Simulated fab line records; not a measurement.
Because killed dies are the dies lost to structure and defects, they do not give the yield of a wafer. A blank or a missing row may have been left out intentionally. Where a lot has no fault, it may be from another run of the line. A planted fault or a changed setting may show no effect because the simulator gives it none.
Comparing a struck lot with a sound one | flow nand harc | 14 steps out of a route of 1302
Sound: wafers L342.4, L342.5, L342.6. Wafers L339.3, L339.4, L339.6 were the ones struck. The cause is named last.
Order at every step that has rows: each side's tool, ch and its chambers, its first start. Under that, the readings that differ: sound wafers | struck wafers | difference of the means | sigmas: that difference in standard deviations of wafers without a fault.
alike: readings whose means differ by less than 2 such deviations, and words and numbers that are the same on both sides. not compared: withheld readings, readings that some wafer has no value for, bounds like >300 that may hide the same value, and numbers for which the record gives no deviation and whose values overlap.
The two part at a step that has a row with sigmas, a row that says differs or no value, or rows on one side only. Non-overlapping numbers with no deviation appear without sigmas and do not part them. Lack of a reading on every wafer of one side parts them only where that side has two or more wafers.

NHARC_A_DECK1_JOINT_THK_MEAS_17: measures by ellipsometry.
  sound on film metro-02, day 21 04:55; struck on film metro-01, day 19 15:44
  alike: thk nm
NHARC_A_DECK1_JOINT_INSPECT_05:
  sound on defect inspect-01, day 21 04:57; struck on defect inspect-01, day 19 15:46
  reading          | sound       | struck      | difference | sigmas
  raw defect count | 236 154 224 | 711 454 574 | +375       | +2
after that, 1 step with no rows for these wafers: NHARC_A_ONON_D2_DEP_00 (target thk 1000 nm).
NHARC_A_ONON_D2_THK_MEAS_02: measures by ellipsometry.
  sound on film metro-01, day 21 05:32; struck on film metro-01, day 19 16:21
  alike: thk nm
after that, 1 step with no rows for these wafers: NHARC_A_ONON_D2_DEP_03 (target thk 1000 nm).
NHARC_A_ONON_D2_THK_MEAS_05: measures by ellipsometry.
  sound on film metro-01, day 21 06:05; struck on film metro-01, day 19 16:55
  alike: thk nm
after that, 1 step with no rows for these wafers: NHARC_A_ONON_D2_DEP_06 (target thk 1000 nm).
NHARC_A_ONON_D2_THK_MEAS_08: measures by ellipsometry.
  sound on film metro-02, day 21 06:40; struck on film metro-02, day 19 17:29
  alike: thk nm
after that, 1 step with no rows for these wafers: NHARC_A_ONON_D2_DEP_09 (target thk 1000 nm).
NHARC_A_ONON_D2_THK_MEAS_11: measures by ellipsometry.
  sound on film metro-01, day 21 07:13; struck on film metro-02, day 19 18:04
  alike: thk nm
after that, 1 step with no rows for these wafers: NHARC_A_ONON_D2_DEP_12 (target thk 1000 nm).
NHARC_A_ONON_D2_THK_MEAS_14: measures by ellipsometry.
  sound on film metro-01, day 21 07:47; struck on film metro-02, day 19 18:38
  alike: thk nm
NHARC_A_ONON_D2_ANNEAL_15: time 3600 s.
  struck on furnace-08, day 19 22:17; sound on furnace-06 ch 0, day 21 10:44
  no value came back on the struck wafers for run length s (s), spike tc bottom C (C), spike tc lower C (C), zone power bottom pct (%); on the sound wafers run length s (s) reads 3632 3632 3632
after that, 1 step with no rows for these wafers: NHARC_A_ONON_D2_DEP_16 (target thk 1000 nm).

WHERE THEY PART
Last at NHARC_A_ONON_D2_ANNEAL_15 as far as this record goes, first at NHARC_A_DECK1_JOINT_INSPECT_05.

WHY: whatever the simulator had introduced
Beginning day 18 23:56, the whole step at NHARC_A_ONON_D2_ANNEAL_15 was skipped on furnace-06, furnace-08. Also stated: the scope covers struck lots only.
